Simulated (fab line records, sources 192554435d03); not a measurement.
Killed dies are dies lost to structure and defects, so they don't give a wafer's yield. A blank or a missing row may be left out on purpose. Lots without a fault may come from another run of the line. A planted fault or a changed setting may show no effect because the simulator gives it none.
One fault seen from 2 desks | flow n5_finfet | each desk has only its own numbers; what lay behind them comes last

THE TOOL OWNER'S DESK: cvd_co-01
The tool's own readings at N5_BEOL_M0_CVD_115 (deposits Co from CCTBA/H2, time 120 s): means of the sampled wafers that have a number, for each lot that ran on this tool. A lot is out of limits, marked OUT, if its mean lies more than 4 standard deviations from the usual mean; the brackets give that distance.
Columns: A = chamber_pressure_Torr at N5_BEOL_M0_CVD_115, usual 30.00 Torr; B = run_length_s at N5_BEOL_M0_CVD_115, usual 142.8 s
lot  | first seen here | A     | B
L356 | day 6 11:26     | 29.98 | 142.8
L358 | day 6 15:23     | 30.03 | 142.9
L360 | day 7 07:41     | 29.99 | 142.8
L362 | day 7 15:29     | 29.92 | 142.6
L364 | day 8 03:22     | 30.01 | 142.7
L367 | day 9 05:55     | 30.00 | 142.7
L368 | day 9 12:31     | 29.96 | 120.9 (-48) OUT
L373 | day 10 08:04    | 30.00 | 127.9 (-32) OUT
This desk's finding: out of limits on L368, L373; first on L368, day 9 12:31 (run_length_s at N5_BEOL_M0_CVD_115). In limits: L356, L358, L360, L362, L364, L367.

THE METROLOGY DESK
What the gauges read, lot by lot, whatever tool the lot ran on: means of the sampled wafers that have a number. A lot is out of limits, marked OUT, if its mean lies more than 4 standard deviations from the usual mean; the brackets give that distance. Of its 10 readings 7 are shown: those that lie furthest out on some lot.
Columns: A = DIBL_N at N5_BEOL_M4_RC_MEAS_101, usual 35.8 mV/V; B = DIBL_P at N5_BEOL_M4_RC_MEAS_101, usual 35.9 mV/V; C = ION_P at N5_BEOL_M4_RC_MEAS_101, usual 461 uA/um; D = SS_N at N5_BEOL_M4_RC_MEAS_101, usual 71.4 mV/dec; E = SS_P at N5_BEOL_M4_RC_MEAS_101, usual 73.2 mV/dec; F = VT_N at N5_BEOL_M4_RC_MEAS_101, usual 250 mV; G = VT_P at N5_BEOL_M4_RC_MEAS_101, usual -251 mV
lot  | first seen here | A    | B    | C   | D    | E    | F   | G
L355 | day 7 19:40     | 35.3 | 35.3 | 459 | 71.9 | 73.2 | 249 | -253
L357 | day 7 21:46     | 34.1 | 33.6 | 455 | 71.0 | 72.3 | 255 | -254
L356 | day 8 15:25     | 34.2 | 35.8 | 469 | 71.3 | 73.2 | 247 | -247
L358 | day 8 15:26     | 34.7 | 34.3 | 461 | 71.4 | 72.9 | 250 | -249
L360 | day 9 08:31     | 35.9 | 36.7 | 462 | 71.8 | 73.2 | 251 | -251
L362 | day 9 17:13     | 38.0 | 38.0 | 467 | 71.9 | 73.4 | 251 | -249
L363 | day 9 22:04     | 36.8 | 37.4 | 458 | 71.5 | 73.8 | 250 | -251
L361 | day 10 00:50    | 36.8 | 38.4 | 459 | 71.8 | 73.0 | 250 | -252
L364 | day 10 02:31    | 37.0 | 37.2 | 461 | 72.2 | 73.4 | 249 | -249
L366 | day 10 22:46    | 37.0 | 37.4 | 460 | 72.2 | 73.4 | 249 | -250
L367 | day 11 11:02    | 36.1 | 36.3 | 464 | 71.1 | 73.2 | 250 | -249
L368 | day 11 16:23    | 36.2 | 35.9 | 463 | 71.0 | 72.3 | 251 | -250
L373 | day 12 16:39    | 35.7 | 34.6 | 459 | 71.2 | 73.0 | 250 | -253
L376 | day 12 23:56    | 35.8 | 35.7 | 460 | 71.5 | 73.6 | 251 | -254
This desk's finding: nothing out of limits on any of the 14 lots.

PUT TOGETHER
The tool owner's desk could have raised an alarm at day 9 12:31, on L368, L373.
The metrology desk saw nothing out of limits.
The metrology desk has L368, L373 on record, within its limits.
Of the lots named, all ran N5_BEOL_M0_CVD_115 on cvd_co-01.

WHAT THE SIMULATOR HAD PUT IN
Process parameter drift: cvd_co-01, from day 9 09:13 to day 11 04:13, at N5_BEOL_M0_CVD_115. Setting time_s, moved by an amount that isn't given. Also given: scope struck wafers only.
Lots struck among those shown: L368, L373.
Hours from the fault's start to each desk's first reading out of limits: the tool owner's desk, 3.
